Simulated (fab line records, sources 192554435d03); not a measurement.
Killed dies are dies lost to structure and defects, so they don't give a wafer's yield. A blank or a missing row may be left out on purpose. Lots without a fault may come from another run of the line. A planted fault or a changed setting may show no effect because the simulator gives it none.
fab line records | flow n5_finfet
record lots=7 wafers=21
route steps=1938 shown DUMMY_GATE@222 SD_EPI_N@263 ILD0@338 SDB@361 GATE_CUT@484
start_h: hours from the record's first day to the start of the lot's first wafer shown | wait_h: hours since the lot's step before | " the same as in the row above | L1.1+2: a row that stands for several wafers | - no value, or no start given | * or withheld: withheld | < > ~ a bound
route shown NAME@n: a module of which the file shows steps, and the number in the route of the first | usual: mean/standard deviation of fault-free wafers | same: alike in all rows | chamber/n: place in a boat | sites: the reading at each site | _std_site: their standard deviation | _edge_site: outer sites' mean less inner sites' | radius_mm: how far each site lies from the wafer's centre | mask NAME#n: copy n | behind: the tool/chamber that last shaped the wafer | hold: why the lot was held/for how many hours/how that ended | device: the transistor (n, p or np) that didn't switch | end of line: the same wafers' tests at the end of the route | a step without rows: its recipe alone | killed: dies lost to structure and defects at the first sort, not the wafer's yield | map: a wafer's dies, x killed, . not, _ none there
set.NAME: the setting as run; set.NAME@STEP: as run at that earlier step | model.NAME: the simulator's own value behind a step, which no gauge read
lots whose settings were changed on purpose; a table a step, a row a wafer
## steps
# step N5_DUMMY_GATE_COAT_34
# recipe resist=SOC temp_c=250 time_s=60 spin_rpm=1500 resist_thk_nm=60
# columns lot.wafer tool chamber start_h wait_h set.spin_rpm model.SOC_of_DUMMY_GATE_COAT_34.thk_nm
L079.3 litho_track-05 0 77.06 0.0 1557 58.8
L079.5+6 " 0 " " 1557 59
L081.2 litho_track-02 0 88.45 0.1 1500 59.8
L081.4 " 0 " " 1500 60
L081.6 " 0 " " 1444 61.2
L087.2+3 litho_track-02 0 129.17 0.0 1500 60
L087.6 " 0 " " 1500 59.8
L090.1 litho_track-01 0 145.67 0.0 1500 60.2
L090.2 " 0 " " 1500 60.4
L090.6 " 0 " " 1606 58.4
L091.1 litho_track-02 0 148.47 0.0 1500 59.8
L091.4+5 " 0 " " 1500 60
L096.3+5 litho_track-05 0 178.43 0.0 1500 60
L096.6 " 0 " " 1455 61
L097.3 litho_track-05 0 189.42 0.0 1500 60.4
L097.4+5 " 0 " " 1500 60.2
# step N5_DUMMY_GATE_COAT_35
# recipe resist=SiARC temp_c=220 time_s=60 spin_rpm=1500 resist_thk_nm=10
# step N5_DUMMY_GATE_COAT_28
# recipe resist=underlayer temp_c=205 time_s=60 spin_rpm=1500 resist_thk_nm=10
# step N5_DUMMY_GATE_ETCH_29
# recipe chemistry=N2/H2 target=underlayer target_depth_a=130 ion_energy_ev=200 pressure_mtorr=30 source_w=840 bias_w=150 n2_flow_sccm=200 h2_flow_sccm=200
# step N5_DUMMY_GATE_ETCH_36
# recipe chemistry=CF4 target=SiARC target_depth_a=130 pressure_mtorr=40 source_w=545 bias_w=36 Ar_flow_sccm=100 cf4_flow_sccm=100 ion_energy_ev=80
# step N5_DUMMY_GATE_ETCH_37
# recipe chemistry=N2/H2 target=SOC target_depth_a=600 overetch_a=300 temp_c=40 ion_energy_ev=200 pressure_mtorr=30 source_w=840 bias_w=150 n2_flow_sccm=200 h2_flow_sccm=200
# columns lot.wafer tool chamber start_h wait_h set.spin_rpm@DUMMY_GATE_COAT_34 model.etch.depth_nm
L079.3 rie_diel-04 0 77.60 0.0 1557 58.88
L079.5 " 3 " " 1557 58.93
L079.6 " 2 " " 1557 58.97
L081.2 rie_diel-04 1 88.99 0.0 1500 59.88
L081.4 " 3 " " 1500 59.95
L081.6 " 3 " " 1444 61.13
L087.2 rie_diel-04 0 129.83 0.0 1500 59.94
L087.3 " 1 " " 1500 59.99
L087.6 " 2 " " 1500 59.85
L090.1 rie_diel-06 2 146.27 0.0 1500 60.29
L090.2 " 3 " " 1500 60.4
L090.6 " 0 " " 1606 58.35
L091.1 rie_diel-06 3 149.31 0.0 1500 59.89
L091.4+5 " 0 " " 1500 60.06
L096.3 rie_diel-02 0 179.10 0.0 1500 60
L096.5 " 0 " " 1500 60.05
L096.6 " 1 " " 1455 60.91
L097.3 rie_diel-02 1 190.09 0.0 1500 60.3
L097.4 " 0 " " 1500 60.15
L097.5 " 0 " " 1500 60.16
# step N5_SD_EPI_N_COAT_33
# recipe resist=SiARC temp_c=220 time_s=60 spin_rpm=1500 resist_thk_nm=35
# columns lot.wafer tool chamber start_h wait_h set.spin_rpm model.SiARC_of_SD_EPI_N_COAT_33.thk_nm
L079.3 litho_track-04 0 - - 1500 35
L079.5 " 0 " " 1618 33.6
L079.6 " 0 " " 1500 34.8
L081.2 litho_track-04 0 - - 1389 36.2
L081.4 " 0 " " 1500 34.8
L081.6 " 0 " " 1389 36.4
L087.2 litho_track-02 0 - - 1593 34
L087.3+6 " 0 " " 1500 35
L090.1+2+6 litho_track-04 0 - - 1500 34.8
L091.1+4+5 litho_track-03 0 - - 1500 35
L096.3 litho_track-02 0 - - 1403 36
L096.5 " 0 " " 1403 36.2
L096.6 " 0 " " 1500 35
L097.3+5 litho_track-02 0 - - 1500 35.2
L097.4 " 0 " " 1500 35
# step N5_SD_EPI_N_COAT_03
# recipe resist=CAR-ArF-block spin_rpm=1500 resist_thk_nm=150
# step N5_SD_EPI_N_EBR_05
# recipe solvent=PGMEA ebr_width_mm=1.5
# step N5_SD_EPI_N_DESCUM_14
# recipe chemistry=O2 time_s=7.9 source_power_w=50 bias_power_w=20 pressure_mtorr=20 rf_frequency_hz=2.712e+07 temp_c=40 resist=CAR-ArF-block o2_flow_sccm=225
# step N5_SD_EPI_N_ETCH_34
# recipe chemistry=CF4 target=SiARC target_depth_a=455 mask_material=CAR-ArF-block time_s=75.8 ion_energy_ev=80 pressure_mtorr=40 source_w=545 bias_w=36 Ar_flow_sccm=100 cf4_flow_sccm=100 ends=cleared
# columns lot.wafer tool chamber start_h wait_h set.spin_rpm@SD_EPI_N_COAT_33 model.CAR-ArF-block_of_SD_EPI_N_COAT_03.thk_nm model.etch.depth_nm
L079.3 rie_diel-03 0 79.78 0.0 1500 110.8 34.9
L079.5 " 2 " " 1618 111.8 33.68
L079.6 " 0 " " 1500 111 34.87
L081.2 rie_diel-03 2 92.76 0.0 1389 109.2 36.2
L081.4 " 3 " " 1500 111 34.89
L081.6 " 2 " " 1389 109 36.33
L087.2 rie_diel-03 1 132.14 0.0 1593 112 34.03
L087.3 " 2 " " 1500 111 35.06
L087.6 " 2 " " 1500 111 35.09
L090.1 rie_diel-05 2 149.14 0.0 1500 110.4 34.83
L090.2 " 1 " " 1500 110 34.84
L090.6 " 3 " " 1500 110.2 34.74
L091.1 rie_diel-03 2 151.68 0.0 1500 111.6 35.04
L091.4 " 3 " " 1500 111.8 34.98
L091.5 " 1 " " 1500 111.6 34.94
L096.3 rie_diel-03 2 184.01 0.0 1403 109.2 36.04
L096.5 " 0 " " 1403 109.4 36.17
L096.6 " 1 " " 1500 110.6 34.98
L097.3 rie_diel-03 3 192.33 0.0 1500 111.4 35.16
L097.4 " 2 " " 1500 111.6 35.05
L097.5 " 2 " " 1500 111.4 35.15
# step N5_SD_EPI_N_ETCH_35
# recipe chemistry=N2/H2 target=SOC overetch_a=1080 mask_material=SiARC temp_c=40 ion_energy_ev=100 source_w=3000 bias_w=133 pressure_mtorr=20 time_s=486 n2_flow_sccm=200 h2_flow_sccm=200
# columns lot.wafer tool chamber start_h wait_h set.time_s model.SiARC_of_SD_EPI_N_COAT_33.thk_nm
L079.3+6 rie_diel-03 0 79.83 0.0 486 19.6
L079.5 " 2 " " 486 18
L081.2 rie_diel-03 2 92.81 0.0 486 20.6
L081.4 " 3 " " 486 20.2
L081.6 " 2 " " 447 22
L087.2 rie_diel-03 1 132.20 0.0 556.1 16.8
L087.3+6 " 2 " " 486 19.6
L090.1 rie_diel-05 2 149.20 0.0 586.5 16.8
L090.2 " 1 " " 486 19.4
L090.6 " 3 " " 486 19.8
L091.1 rie_diel-03 2 151.73 0.0 486 19.8
L091.4 " 3 " " 486 20.4
L091.5 " 1 " " 486 20
L096.3 rie_diel-03 2 184.07 0.0 486 20.8
L096.5 " 0 " " 486 21.2
L096.6 " 1 " " 486 20.2
L097.3 rie_diel-03 3 192.38 0.0 389.8 23.4
L097.4 " 2 " " 486 19.6
L097.5 " 2 " " 486 19.8
# step N5_SD_EPI_N_STRIP_36
# recipe chemistry=N2/H2 temp_c=40 n2_flow_sccm=200 h2_flow_sccm=200 rf_frequency_hz=6e+07
# step N5_SD_EPI_N_ETCHBACK_44
# recipe chemistry=CH3F/O2 mode=anisotropic_etchback target=SiNx target_depth_a=145 stop_on=SiO2 over_etch_frac=0.3 ion_energy_ev=120 pressure_mtorr=30 source_w=395 bias_w=73 Ar_flow_sccm=150 CH3F_flow_sccm=30 O2_flow_sccm=20
# step N5_SD_EPI_N_ETCH_45
# recipe chemistry=CH3F/O2 target=SiOCN target_depth_a=60 mask_material=SOC ion_energy_ev=60 bias_w=29 pressure_mtorr=15 source_w=410 Ar_flow_sccm=150 CH3F_flow_sccm=30 O2_flow_sccm=20
# step N5_SD_EPI_N_ETCH_16
# recipe chemistry=CHF3/O2 target=SiO2 target_depth_a=50 mask_material=SOC pressure_mtorr=30 source_w=650 bias_w=170 Ar_flow_sccm=200 CHF3_flow_sccm=50 O2_flow_sccm=5 ion_energy_ev=200
# columns lot.wafer tool chamber start_h wait_h set.time_s@SD_EPI_N_ETCH_35 model.SiARC_of_SD_EPI_N_COAT_33.thk_nm
L079.3+6 rie_diel-03 0 80.36 0.1 486 12
L079.5 " 2 " " 486 10.6
L081.2 rie_diel-03 2 93.34 0.1 486 13.2
L081.4 " 3 " " 486 13
L081.6 " 2 " " 447 14.6
L087.2 rie_diel-03 1 132.73 0.1 556.1 9.4
L087.3+6 " 2 " " 486 12.2
L090.1 rie_diel-05 2 149.73 0.1 586.5 9.6
L090.2 " 1 " " 486 12.2
L090.6 " 3 " " 486 12.8
L091.1 rie_diel-03 2 152.26 0.1 486 12.4
L091.4 " 3 " " 486 13.4
L091.5 " 1 " " 486 12.8
L096.3 rie_diel-03 2 184.60 0.1 486 13.6
L096.5 " 0 " " 486 13.8
L096.6 " 1 " " 486 13
L097.3 rie_diel-03 3 192.91 0.1 389.8 16.4
L097.4 " 2 " " 486 12.2
L097.5 " 2 " " 486 12.4
# step N5_ILD0_CMP_03
# recipe stop_on=SiNx t_overpolish_s=1.9 post_cmp_clean=alkaline_brush down_force_psi=4.1491 platen_rpm=51.796 pad_velocity_m_s=1.0306 target_thk_nm=197.38
# usual time_to_endpoint_s=70/3.7
# columns lot.wafer tool chamber start_h wait_h set.down_force_psi time_to_endpoint_s
L079.3 cmp-02 2 92.05 0.0 3.766 72
L079.6 " 2 " " 4.1491 68
L079.5 " 3 " " 3.766 76
L081.4 cmp-04 3 104.29 0.1 3.897 77
L081.2 " 1 " " 4.1491 68
L081.6 " 3 " " 3.897 72
L087.3 cmp-04 0 144.02 0.0 4.1491 70
L087.2 " 1 " " 4.1491 65
L087.6 " 0 " " 4.757 59
L090.2 cmp-01 3 160.58 0.0 3.737 81
L090.1 " 0 " " 3.737 82
L090.6 " 0 " " 4.1491 77
L091.4 cmp-02 0 163.43 0.0 4.1491 72
L091.1 " 1 " " 4.1491 68
L091.5 " 1 " " 4.1491 74
L096.3 cmp-04 3 196.35 0.1 4.1491 70
L096.5 " 0 " " 4.778 64
L096.6 " 1 " " 4.778 60
L097.4 cmp-04 1 203.99 0.0 3.523 78
L097.3 " 2 " " 3.523 83
L097.5 " 1 " " 4.1491 68
# step N5_SDB_ETCH_18
# recipe chemistry=N2/H2 target=SOC target_depth_a=1000 overetch_a=200 mask_material=SiARC temp_c=40 time_s=150 ion_energy_ev=200 pressure_mtorr=30 source_w=840 bias_w=150 n2_flow_sccm=200 h2_flow_sccm=200
# columns lot.wafer tool chamber start_h wait_h set.time_s model.SiARC_of_SDB_COAT_04.thk_nm
L079.3 rie_diel-01 0 96.95 0.0 167 12.2
L079.5 " 2 " " 150 13
L079.6 " 1 " " 150 12.8
L081.2+4 rie_diel-01 3,0 109.74 0.0 176.8 11.6
L081.6 " 1 " " 150 12.6
L087.2+6 rie_diel-05 1,0 148.57 0.0 150 13
L087.3 " 3 " " 125.3 13.8
L090.1 rie_diel-01 3 165.34 0.0 150 12.8
L090.2+6 " 1,0 " " 130.9 13.4
L091.1+4 rie_diel-05 0,3 168.32 0.0 150 13
L091.5 " 1 " " 150 12.8
L096.3+5 rie_diel-03 1 201.70 0.0 179.6 12
L096.6 " 2 " " 150 12.6
L097.3 rie_diel-03 2 208.57 0.0 150 12.8
L097.4 " 1 " " 150 13
L097.5 " 3 " " 150 13.2
# step N5_SDB_ALD_29
# recipe material=SiNx target_thk_a=300 temp_c=400 ald_precursor_family=SiH2I2 ald_co_reactant=N2/H2-plasma pulse_time_s=1 ald_cycles=600 purge_time_s=2 co_reactant_purge_time_s=2 pressure_torr=2
# columns lot.wafer tool chamber start_h wait_h set.ald_cycles model.SiNx_of_SDB_ALD_29.thk_nm
L079.3+6 ald_sin-01 1 98.58 0.4 600 29.8
L079.5 " 2 99.93 1.8 524 26.2
L081.2+4 ald_sin-03 1,0 110.79 0.3 600 30
L081.6 " 3 112.14 1.6 600 30.2
L087.2+3 ald_sin-01 1,2 150.21 0.4 600 30.2
L087.6 " 2 151.56 1.7 600 30
L090.1 ald_sin-03 0 166.33 0.0 668 33.6
L090.2 " 1 " " 600 30
L090.6 " 0 167.68 1.4 600 29.8
L091.1+4+5 ald_sin-03 0,3,3 169.04 0.0 600 30.2
L096.3 ald_sin-01 3 202.49 0.0 600 29.8
L096.5 " 1 203.85 1.4 672 33.4
L096.6 " 2 " " 600 30
L097.3+4 ald_sin-01 2,0 209.30 0.0 659 32.8
L097.5 " 2 210.65 1.4 600 30
# step N5_SDB_CMP_30
# recipe stop_on=poly-Si t_overpolish_s=1.54 post_cmp_clean=alkaline_brush down_force_psi=4.1491 platen_rpm=51.796 pad_velocity_m_s=1.0306 target_thk_nm=30
# columns lot.wafer tool chamber start_h wait_h set.ald_cycles@SDB_ALD_29 model.SiNx_of_SDB_ALD_29.thk_nm
L079.3+6 cmp-01 2,0 101.39 1.5 600 29.8
L079.5 " 1 " " 524 26.2
L081.4+2 cmp-03 1,3 113.56 1.4 600 30
L081.6 " 1 " " 600 30.2
L087.2+3 cmp-01 0,2 152.98 1.4 600 30.2
L087.6 " 3 " " 600 30
L090.2 cmp-04 0 169.13 1.4 600 30
L090.1 " 1 " " 668 29.6
L090.6 " 1 " " 600 29.8
L091.4+1+5 cmp-01 0,2,1 171.78 1.4 600 30.2
L096.3 cmp-01 0 205.34 1.5 600 29.8
L096.5 " 1 " " 672 30.6
L096.6 " 2 " " 600 30
L097.3 cmp-03 3 212.03 1.4 659 31.2
L097.4 " 1 " " 659 31.6
L097.5 " 0 " " 600 30
# step N5_GATE_CUT_EXPOSE_10
# recipe mask_id=GATE_CUT na=0.33 source_shape=annular sigma_inner=0.35 sigma_outer=0.8 polarization=unpolarized target_cd_nm=20 dose_mj=43.25
# columns lot.wafer tool chamber start_h wait_h mask set.dose_mj
L079.3 euv_scanner-02 0 117.86 - GATE_CUT#0 43.25
L079.5+6 " 0 " " GATE_CUT#0 46.07
L081.2 euv_scanner-01 0 127.58 - GATE_CUT#0 42.35
L081.4+6 " 0 " " GATE_CUT#0 43.25
L087.2+6 euv_scanner-01 0 167.34 - GATE_CUT#0 45.14
L087.3 " 0 " " GATE_CUT#0 43.25
L090.1+2 euv_scanner-01 0 184.30 - GATE_CUT#0 43.25
L090.6 " 0 " " GATE_CUT#0 45.9
L091.1+4+5 euv_scanner-01 0 186.33 - GATE_CUT#0 43.25
L096.3+5+6 euv_scanner-01 0 220.62 - GATE_CUT#0 43.25
L097.3 euv_scanner-01 0 225.33 - GATE_CUT#0 43.25
L097.4+5 " 0 " " GATE_CUT#0 40.76
# step N5_GATE_CUT_PEB_11
# recipe peb_temp_c=100 peb_time_s=60 resist=CAR-EUV
# step N5_GATE_CUT_DEVELOP_12
# recipe develop_time_s=30 developer=TMAH resist=CAR-EUV rinse_liquid=surfactant_rinse dry=air_spin dev_temp_c=23
# step N5_GATE_CUT_CD_MEAS_13
# recipe target_cd_nm=20 landing_energy_ev=500 detector=se_inlens
# usual cd_nm=20.08/0.26
# columns lot.wafer tool chamber start_h wait_h set.dose_mj@GATE_CUT_EXPOSE_10 cd_nm
L079.3 cd_sem-01 0 117.98 - 43.25 20.42
L079.5 " 0 " " 46.07 21.57
L079.6 " 0 " " 46.07 21.55
L081.2 cd_sem-01 0 127.71 - 42.35 19.52
L081.4 " 0 " " 43.25 20.03
L081.6 " 0 " " 43.25 20.25
L087.2 cd_sem-03 0 167.46 - 45.14 20.84
L087.3 " 0 " " 43.25 20.15
L087.6 " 0 " " 45.14 21.14
L090.1 cd_sem-02 0 184.43 - 43.25 20.03
L090.2 " 0 " " 43.25 19.73
L090.6 " 0 " " 45.9 21.04
L091.1 cd_sem-03 0 186.46 - 43.25 20.05
L091.4 " 0 " " 43.25 20.22
L091.5 " 0 " " 43.25 20.04
L096.3 cd_sem-02 0 220.74 - 43.25 20.17
L096.5 " 0 " " 43.25 19.88
L096.6 " 0 " " 43.25 20.07
L097.3 cd_sem-02 0 225.45 - 43.25 20.22
L097.4 " 0 " " 40.76 19.09
L097.5 " 0 " " 40.76 19.06
# step N5_GATE_CUT_DESCUM_18
# recipe chemistry=O2 time_s=7 source_power_w=50 bias_power_w=20 pressure_mtorr=20 rf_frequency_hz=2.712e+07 temp_c=40 resist=CAR-EUV o2_flow_sccm=225
# columns lot.wafer tool chamber start_h wait_h set.dose_mj@GATE_CUT_EXPOSE_10 model.GATE_CUT.cd_nm
L079.3 rie_diel-02 1 118.10 0.0 43.25 20.4
L079.5 " 3 " " 46.07 21.4
L079.6 " 2 " " 46.07 21.6
L081.2 rie_diel-02 3 127.83 0.0 42.35 19.6
L081.4 " 1 " " 43.25 19.8
L081.6 " 3 " " 43.25 20
L087.2+6 rie_diel-06 2,3 167.59 0.0 45.14 21
L087.3 " 3 " " 43.25 20.2
L090.1 rie_diel-02 3 184.56 0.0 43.25 20
L090.2 " 1 " " 43.25 19.8
L090.6 " 2 " " 45.9 20.8
L091.1 rie_diel-02 3 186.58 0.0 43.25 20.2
L091.4+5 " 0,1 " " 43.25 20
L096.3+6 rie_diel-06 2,3 220.86 0.0 43.25 20.2
L096.5 " 0 " " 43.25 20
L097.3 rie_diel-04 3 225.57 0.0 43.25 20.4
L097.4+5 " 2,3 " " 40.76 18.8
# step N5_GATE_CUT_ETCH_28
# recipe chemistry=N2/H2 target=underlayer target_depth_a=130 mask_material=CAR-EUV time_s=10.4 ion_energy_ev=200 pressure_mtorr=30 source_w=840 bias_w=150 n2_flow_sccm=200 h2_flow_sccm=200 ends=cleared
# columns lot.wafer tool chamber start_h wait_h set.dose_mj@GATE_CUT_EXPOSE_10 model.GATE_CUT.cd_nm
L079.3 rie_diel-02 1 118.13 0.0 43.25 20.2
L079.5+6 " 3,2 " " 46.07 21.6
L081.2 rie_diel-02 3 127.86 0.0 42.35 19.6
L081.4 " 1 " " 43.25 19.8
L081.6 " 3 " " 43.25 20
L087.2 rie_diel-06 2 167.62 0.0 45.14 20.8
L087.3 " 3 " " 43.25 20.2
L087.6 " 3 " " 45.14 21
L090.1 rie_diel-02 3 184.59 0.0 43.25 20
L090.2 " 1 " " 43.25 19.8
L090.6 " 2 " " 45.9 21
L091.1 rie_diel-02 3 186.62 0.0 43.25 20.2
L091.4+5 " 0,1 " " 43.25 20
L096.3+6 rie_diel-06 2,3 220.90 0.0 43.25 20.2
L096.5 " 0 " " 43.25 20
L097.3 rie_diel-04 3 225.60 0.0 43.25 20.4
L097.4 " 2 " " 40.76 18.8
L097.5 " 3 " " 40.76 19
# step N5_GATE_CUT_ETCH_36
# recipe chemistry=CF4 target=SiARC target_depth_a=130 mask_material=CAR-EUV time_s=21.7 ion_energy_ev=80 pressure_mtorr=40 source_w=545 bias_w=36 Ar_flow_sccm=100 cf4_flow_sccm=100 ends=cleared
# columns lot.wafer tool chamber start_h wait_h set.dose_mj@GATE_CUT_EXPOSE_10 model.GATE_CUT.cd_nm
L079.3 rie_diel-02 1 118.15 0.0 43.25 20.4
L079.5+6 " 3,2 " " 46.07 21.6
L081.2 rie_diel-02 3 127.88 0.0 42.35 19.6
L081.4 " 1 " " 43.25 19.8
L081.6 " 3 " " 43.25 20
L087.2+6 rie_diel-06 2,3 167.64 0.0 45.14 21
L087.3 " 3 " " 43.25 20.2
L090.1 rie_diel-02 3 184.61 0.0 43.25 20
L090.2 " 1 " " 43.25 19.8
L090.6 " 2 " " 45.9 21
L091.1 rie_diel-02 3 186.64 0.0 43.25 20.2
L091.4+5 " 0,1 " " 43.25 20
L096.3+5+6 rie_diel-06 2,0,3 220.92 0.0 43.25 20.2
L097.3 rie_diel-04 3 225.62 0.0 43.25 20.2
L097.4+5 " 2,3 " " 40.76 18.8
# step N5_GATE_CUT_ETCH_37
# recipe chemistry=N2/H2 target=SOC target_depth_a=600 overetch_a=120 mask_material=SiARC temp_c=40 time_s=90 ion_energy_ev=200 pressure_mtorr=30 source_w=840 bias_w=150 n2_flow_sccm=200 h2_flow_sccm=200
# usual rf_vpp_V=524.2/2
# columns lot.wafer tool chamber start_h wait_h set.bias_w set.dose_mj@GATE_CUT_EXPOSE_10 rf_vpp_V model.GATE_CUT.cd_nm
L079.3 rie_diel-02 1 118.18 0.0 150 43.25 526.2 20.6
L079.5 " 3 " " 150 46.07 524.6 21.4
L079.6 " 2 " " 150 46.07 523.7 21.4
L081.2 rie_diel-02 3 127.91 0.0 150 42.35 523.9 19.4
L081.4 " 1 " " 139.5 43.25 502.0 19.8
L081.6 " 3 " " 139.5 43.25 501.4 20
L087.2 rie_diel-06 2 167.67 0.0 166.6 45.14 559.6 21
L087.3 " 3 " " 166.6 43.25 556.9 20.2
L087.6 " 3 " " 150 45.14 521.2 20.8
L090.1 rie_diel-02 3 184.64 0.0 150 43.25 525.1 19.8
L090.2 " 1 " " 150 43.25 525.7 19.8
L090.6 " 2 " " 150 45.9 523.5 21
L091.1 rie_diel-02 3 186.66 0.0 150 43.25 524.7 20
L091.4 " 0 " " 150 43.25 524.4 20.2
L091.5 " 1 " " 150 43.25 525.6 20
L096.3 rie_diel-06 2 220.94 0.0 150 43.25 521.3 20.2
L096.5 " 0 " " 150 43.25 524.4 20.4
L096.6 " 3 " " 150 43.25 519.4 20.2
L097.3 rie_diel-04 3 225.65 0.0 142.2 43.25 508.3 20.2
L097.4 " 2 " " 150 40.76 526.8 18.6
L097.5 " 3 " " 150 40.76 525.7 18.8
## key
split step=N5_DUMMY_GATE_COAT_34 setting=spin_rpm stated=1500 by=wafer
response step=N5_DUMMY_GATE_COAT_34 reading=model.SOC_of_DUMMY_GATE_COAT_34.thk_nm change=-0.292 per=1% r=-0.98
response step=N5_DUMMY_GATE_ETCH_37 reading=model.etch.depth_nm change=-0.292 per=1% r=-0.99
split step=N5_SD_EPI_N_COAT_33 setting=spin_rpm stated=1500 by=wafer
response step=N5_SD_EPI_N_COAT_33 reading=model.SiARC_of_SD_EPI_N_COAT_33.thk_nm change=-0.176 per=1% r=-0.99
response step=N5_SD_EPI_N_ETCH_34 reading=model.CAR-ArF-block_of_SD_EPI_N_COAT_03.thk_nm change=+0.182 per=1% r=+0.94
response step=N5_SD_EPI_N_ETCH_34 reading=model.etch.depth_nm change=-0.17 per=1% r=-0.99
split step=N5_SD_EPI_N_ETCH_35 setting=time_s stated=486 by=wafer
response step=N5_SD_EPI_N_ETCH_35 reading=model.SiARC_of_SD_EPI_N_COAT_33.thk_nm change=-0.169 per=1% r=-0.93
response step=N5_SD_EPI_N_ETCH_16 reading=model.SiARC_of_SD_EPI_N_COAT_33.thk_nm change=-0.177 per=1% r=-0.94
split step=N5_ILD0_CMP_03 setting=down_force_psi stated=4.1491 by=wafer
response step=N5_ILD0_CMP_03 reading=time_to_endpoint_s change=* per=1% r=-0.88
split step=N5_SDB_ETCH_18 setting=time_s stated=150 by=wafer
response step=N5_SDB_ETCH_18 reading=model.SiARC_of_SDB_COAT_04.thk_nm change=-0.046 per=1% r=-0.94
split step=N5_SDB_ALD_29 setting=ald_cycles stated=600 by=wafer
response step=N5_SDB_ALD_29 reading=model.SiNx_of_SDB_ALD_29.thk_nm change=+0.297 per=1% r=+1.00
response step=N5_SDB_CMP_30 reading=model.SiNx_of_SDB_ALD_29.thk_nm shape=bent at_lowest=26.2 at_stated=30.03 at_highest=30.6
split step=N5_GATE_CUT_EXPOSE_10 setting=dose_mj stated=43.25 by=wafer
response step=N5_GATE_CUT_CD_MEAS_13 reading=cd_nm change=+0.191 per=1% r=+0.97
response step=N5_GATE_CUT_DESCUM_18 reading=model.GATE_CUT.cd_nm change=+0.19 per=1% r=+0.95
response step=N5_GATE_CUT_ETCH_28 reading=model.GATE_CUT.cd_nm change=+0.206 per=1% r=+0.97
response step=N5_GATE_CUT_ETCH_36 reading=model.GATE_CUT.cd_nm change=+0.196 per=1% r=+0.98
response step=N5_GATE_CUT_ETCH_37 reading=model.GATE_CUT.cd_nm change=+0.185 per=1% r=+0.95
split step=N5_GATE_CUT_ETCH_37 setting=bias_w stated=150 by=wafer
response step=N5_GATE_CUT_ETCH_37 reading=rf_vpp_V change=+3.32 per=1% r=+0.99
